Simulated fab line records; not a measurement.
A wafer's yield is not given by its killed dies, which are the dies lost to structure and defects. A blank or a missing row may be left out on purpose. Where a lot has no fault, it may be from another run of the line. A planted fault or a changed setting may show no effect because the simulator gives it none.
Matching of chambers / flow n5 finfet / 4 sister chambers for N5_BEOL_M13_ETCH_59 on rie diel-01
The step etches BARC in N2/H2, target depth 89 nm, overetch 26.7 nm, time 67.9 s. 4 wafers are shown with their chamber, then 7 later ones without.

EACH WAFER AND ITS CHAMBER
wafer=L074.4; chamber=1; showerhead plenum p Torr (Torr)=2.62
wafer=L080.3; chamber=3; showerhead plenum p Torr (Torr)=2.33
wafer=L090.1; chamber=0; showerhead plenum p Torr (Torr)=2.56
wafer=L090.5; chamber=2; showerhead plenum p Torr (Torr)=2.54

WAFERS MISSING THEIR CHAMBER
wafer=L090.6; showerhead plenum p Torr (Torr)=2.61
wafer=L097.4; showerhead plenum p Torr (Torr)=2.61
wafer=L097.5; showerhead plenum p Torr (Torr)=2.61
wafer=L097.6; showerhead plenum p Torr (Torr)=2.55
wafer=L095.4; showerhead plenum p Torr (Torr)=2.54
wafer=L095.5; showerhead plenum p Torr (Torr)=2.55
wafer=L095.6; showerhead plenum p Torr (Torr)=2.31

THE CHAMBER EACH PASSED THROUGH
wafer=L090.6; from the rows above=1; in truth=1
wafer=L097.4; from the rows above=1; in truth=1
wafer=L097.5; from the rows above=1; in truth=1
wafer=L097.6; from the rows above=can't be placed: 2 or 0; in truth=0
wafer=L095.4; from the rows above=can't be placed: 2 or 0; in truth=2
wafer=L095.5; from the rows above=can't be placed: 2 or 0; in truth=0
wafer=L095.6; from the rows above=3; in truth=3
4 of 7 placed correctly. Can't be placed from these rows: 3 (the true chamber is among the candidates in 3). Number placed wrongly: 0.
How it was worked out, from the rows above alone: a wafer's distance from a chamber is the root of the sum, over the readings, of the square of ((its reading less the chamber's mean) divided by the reading's scatter). The wafer belongs to the nearest chamber; if the next one is less than 2 further off, it can't be placed. Each chamber's mean is taken over the wafers shown for it. The scatter (one wafer shown for each chamber): square how far every hidden wafer sits from the nearest shown wafer, average those squares and take the square root.
